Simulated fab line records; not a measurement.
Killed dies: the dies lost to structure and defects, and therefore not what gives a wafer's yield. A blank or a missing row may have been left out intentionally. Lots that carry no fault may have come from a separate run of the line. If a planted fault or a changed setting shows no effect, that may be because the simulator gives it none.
What tool caused it? :: flow n5-finfet :: 33 wafers from 11 lots sampled at 2 of the route's 1938 steps

WHAT THE GAUGES READ, wafer by wafer
N5_BEOL_M12_THK_MEAS_50: measures by xrf.
lot: L689
measured: day 11 21:34
on: film-metro-01
M12_THK (nm): 335 335 322

lot: L696
measured: day 12 22:11
on: film-metro-02
M12_THK (nm): 325 322 337

lot: L697
measured: day 13 07:05
on: film-metro-01
M12_THK (nm): 318 329 316

lot: L695
measured: day 13 17:04
on: film-metro-02
M12_THK (nm): 320 316 334

lot: L694
measured: day 13 17:21
on: film-metro-01
M12_THK (nm): 331 333 312

lot: L699
measured: day 13 18:13
on: film-metro-02
M12_THK (nm): 335 334 320

lot: L698
measured: day 14 00:37
on: film-metro-02
M12_THK (nm): 313 316 310

lot: L705
measured: day 14 21:24
on: film-metro-02
M12_THK (nm): 321 323 331

lot: L706
measured: day 16 02:21
on: film-metro-01
M12_THK (nm): 322 331 335

lot: L709
measured: day 16 12:49
on: film-metro-02
M12_THK (nm): 320 327 323

lot: L712
measured: day 17 11:20
on: film-metro-01
M12_THK (nm): 320 324 317

TOOL THAT RAN EACH LOT (tool first, then ch and the chambers of the sampled wafers, then the start)
lot: L689
N5_BEOL_M12_CMP_49: cmp-04 ch 2,3, day 11 21:16

lot: L696
N5_BEOL_M12_CMP_49: cmp-04 ch 0,1,3, day 12 22:00

lot: L697
N5_BEOL_M12_CMP_49: cmp-04 ch 2,3, day 13 06:50

lot: L695
N5_BEOL_M12_CMP_49: cmp-02 ch 0,1,2, day 13 16:48

lot: L694
N5_BEOL_M12_CMP_49: cmp-02 ch 0,2,3, day 13 17:03

lot: L699
N5_BEOL_M12_CMP_49: cmp-04 ch 1,2, day 13 17:57

lot: L698
N5_BEOL_M12_CMP_49: cmp-02 ch 0,2,3, day 14 00:20

lot: L705
N5_BEOL_M12_CMP_49: cmp-02 ch 0,1, day 14 21:09

lot: L706
N5_BEOL_M12_CMP_49: cmp-02 ch 2,3, day 16 02:03

lot: L709
N5_BEOL_M12_CMP_49: cmp-04 ch 0,2,3, day 16 12:31

lot: L712
N5_BEOL_M12_CMP_49: cmp-04 ch 0,3, day 17 11:05
- N5_BEOL_M12_CMP_49: polishes, stops on SiOC, t overpolish 20.6 s, target thk 320 nm.

AS READ BY THE TOOLS THEMSELVES (means over the sampled wafers that have a number; for cases with no such wafer, the mark the record gives instead)
N5_BEOL_M12_CMP_49.
lot: L689
tool: cmp-04
barrier-field-endpoint-s (s): 30.6
motor-current-A (A): 6.5
overpolish-run-s (s): 20.600
slurry-flow-ml-min: 150.4

lot: L696
tool: cmp-04
barrier-field-endpoint-s (s): 30.2
motor-current-A (A): 6.8
overpolish-run-s (s): 20.602
slurry-flow-ml-min: 150.1

lot: L697
tool: cmp-04
barrier-field-endpoint-s (s): 31.1
motor-current-A (A): 7.3
overpolish-run-s (s): 20.599
slurry-flow-ml-min: 149.9

lot: L695
tool: cmp-02
barrier-field-endpoint-s (s): 30.6
motor-current-A (A): 6.6
overpolish-run-s (s): 20.588
slurry-flow-ml-min: 149.6

lot: L694
tool: cmp-02
barrier-field-endpoint-s (s): 30.3
motor-current-A (A): 6.7
overpolish-run-s (s): 20.596
slurry-flow-ml-min: 149.7

lot: L699
tool: cmp-04
barrier-field-endpoint-s (s): 31.3
motor-current-A (A): 5.9
overpolish-run-s (s): 20.602
slurry-flow-ml-min: 149.9

lot: L698
tool: cmp-02
barrier-field-endpoint-s (s): 30.2
motor-current-A (A): 6.8
overpolish-run-s (s): 20.603
slurry-flow-ml-min: 149.9

lot: L705
tool: cmp-02
barrier-field-endpoint-s (s): 29.9
motor-current-A (A): 6.3
overpolish-run-s (s): 20.607
slurry-flow-ml-min: 150.1

lot: L706
tool: cmp-02
barrier-field-endpoint-s (s): 30.8
motor-current-A (A): 6.8
overpolish-run-s (s): 20.594
slurry-flow-ml-min: 149.8

lot: L709
tool: cmp-04
barrier-field-endpoint-s (s): 28.8
motor-current-A (A): 6.4
overpolish-run-s (s): 20.599
slurry-flow-ml-min: 150.2

lot: L712
tool: cmp-04
barrier-field-endpoint-s (s): 29.6
motor-current-A (A): 6.6
overpolish-run-s (s): 20.594
slurry-flow-ml-min: 150.1

THE ANSWER, worked out from the rows above alone
Rule: the usual values come from the lots themselves. The widest of any qualifying gaps counts: lots, ordered by their means at a reading, are off when they make up no more than a third of the lots, leave a main group of 4 or more, and stand apart from it by 3 or more times the standard deviation of that group's means. A main group whose means are all the same, to the digits that the tables above print for the reading, isn't used. A lot without any number at a reading at which 4 lots or more have one is off too. Any other lot the step has rows for is counted as sound. The gauges are gone through in route order, then the tools' own readings, and for those a lot's mean is taken as printed above. At the first step where some lot is off, the reading lying furthest off is the one used; lots without a number count as furthest.
None of the lots is off at any reading shown; this tells nothing.

WHAT THE SIMULATOR HAD PUT IN
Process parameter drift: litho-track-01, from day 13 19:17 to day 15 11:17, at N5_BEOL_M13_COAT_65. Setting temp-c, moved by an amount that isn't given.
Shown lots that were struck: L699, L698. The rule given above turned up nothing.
